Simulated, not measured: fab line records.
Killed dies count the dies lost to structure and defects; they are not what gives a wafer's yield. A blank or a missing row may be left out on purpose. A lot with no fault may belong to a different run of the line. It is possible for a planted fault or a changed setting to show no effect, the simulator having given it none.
Matching of chambers + flow nand harc + 3 sister chambers for NHARC_P_GATE_DEP_103 on pecvd-04
The step deposits SiON, target thk 30 nm. 3 wafers are shown with their chamber, then 11 later ones without.

WAFERS PAIRED WITH THEIR CHAMBERS
| wafer  | chamber | heater power w (W) |
|--------|---------|--------------------|
| L085.3 | 0       | 628                |
| L085.6 | 1       | 632                |
| L087.1 | 2       | 855                |

WAFERS MISSING THEIR CHAMBER
| wafer  | heater power w (W) |
|--------|--------------------|
| L087.5 | 659                |
| L087.6 | 821                |
| L091.1 | 701                |
| L091.4 | 730                |
| L091.5 | 703                |
| L096.2 | 610                |
| L096.3 | 656                |
| L096.5 | 670                |
| L097.2 | 748                |
| L097.3 | 640                |
| L097.5 | 628                |

CHAMBER TAKEN BY EACH
| wafer  | from the rows above          | in truth |
|--------|------------------------------|----------|
| L087.5 | can't be placed: 1 or 0      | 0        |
| L087.6 | 2                            | 2        |
| L091.1 | can't be placed: 1 or 0 or 2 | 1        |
| L091.4 | can't be placed: 1 or 0 or 2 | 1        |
| L091.5 | can't be placed: 1 or 0 or 2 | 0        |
| L096.2 | can't be placed: 0 or 1      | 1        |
| L096.3 | can't be placed: 1 or 0      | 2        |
| L096.5 | can't be placed: 1 or 0      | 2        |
| L097.2 | can't be placed: 2 or 1 or 0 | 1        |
| L097.3 | can't be placed: 1 or 0      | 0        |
| L097.5 | can't be placed: 0 or 1      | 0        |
Placed correctly: 1 of 11. Unplaceable from these rows: 10, with the true chamber sitting among the candidates in 8. 0 placed wrongly.
How it was worked out, from the rows above alone: a wafer's distance from a chamber is the root of the sum, over the readings, of the square of ((its reading less the chamber's mean) divided by the reading's scatter). The wafer belongs to the nearest chamber; if the next one is less than 2 further off, it can't be placed. A chamber's mean is the mean of its shown wafers. The scatter: root of mean squared gap, hidden wafer to nearest shown wafer, with one shown wafer a chamber.
